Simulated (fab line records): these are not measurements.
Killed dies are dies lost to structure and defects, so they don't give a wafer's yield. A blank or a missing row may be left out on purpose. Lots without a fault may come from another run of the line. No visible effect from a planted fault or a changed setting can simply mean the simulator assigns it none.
The tool behind it: which one?    flow nand harc    Sampling: 6 lots, 18 wafers, 2 of 1302 route steps

## WHAT THE GAUGES SHOWED, per wafer
NHARC_A_CONTACT_OVL_MEAS_43.
lot   measured      on          overlay x nm (nm)
L562  day 22 10:02  overlay-02  1.3 0.8 0.7
L564  day 22 11:36  overlay-02  0.1 -0.3 0.0
L566  day 23 07:07  overlay-02  1.1 0.5 0.6
L569  day 24 13:40  overlay-01  -0.9 -0.8 -1.0
L573  day 26 10:10  overlay-01  -0.7 -0.5 -0.4
L575  day 28 00:13  overlay-01  -1.3 -1.2 -1.4

## EACH LOT AND THE TOOL THAT RAN IT (in order: tool; ch and the chambers of the sampled wafers; start)
lot   NHARC_A_CONTACT_DEP_29
L562  pecvd-01 ch 0,2, day 22 09:16
L564  pecvd-01 ch 1,2, day 22 10:47
L566  pecvd-01 ch 0, day 23 06:23
L569  pecvd-01 ch 1,2, day 24 12:52
L573  pecvd-01 ch 1,2, day 26 09:21
L575  pecvd-01 ch 0,1,2, day 27 23:26
- NHARC_A_CONTACT_DEP_29: deposits SiON, target thk 100 nm.

## THE ANSWER, worked out from the rows above alone
Rule: the lots themselves supply what counts as usual. Put in order of their means at a reading, lots are off if they are a third of the lots or fewer, leave a main group of 4 or more, and stand apart from it by a gap of 3 or more times the standard deviation of the main group's means; of several such gaps the widest counts. If all means in a main group match to the digits the tables above print for the reading, that group is not used. Also off: a lot with no number at a reading for which 4 or more lots have one. The other lots that the step has rows for count as sound.
Nothing can be told from this: no lot is off at any reading shown.

## WHAT HAD BEEN PUT IN BY THE SIMULATOR
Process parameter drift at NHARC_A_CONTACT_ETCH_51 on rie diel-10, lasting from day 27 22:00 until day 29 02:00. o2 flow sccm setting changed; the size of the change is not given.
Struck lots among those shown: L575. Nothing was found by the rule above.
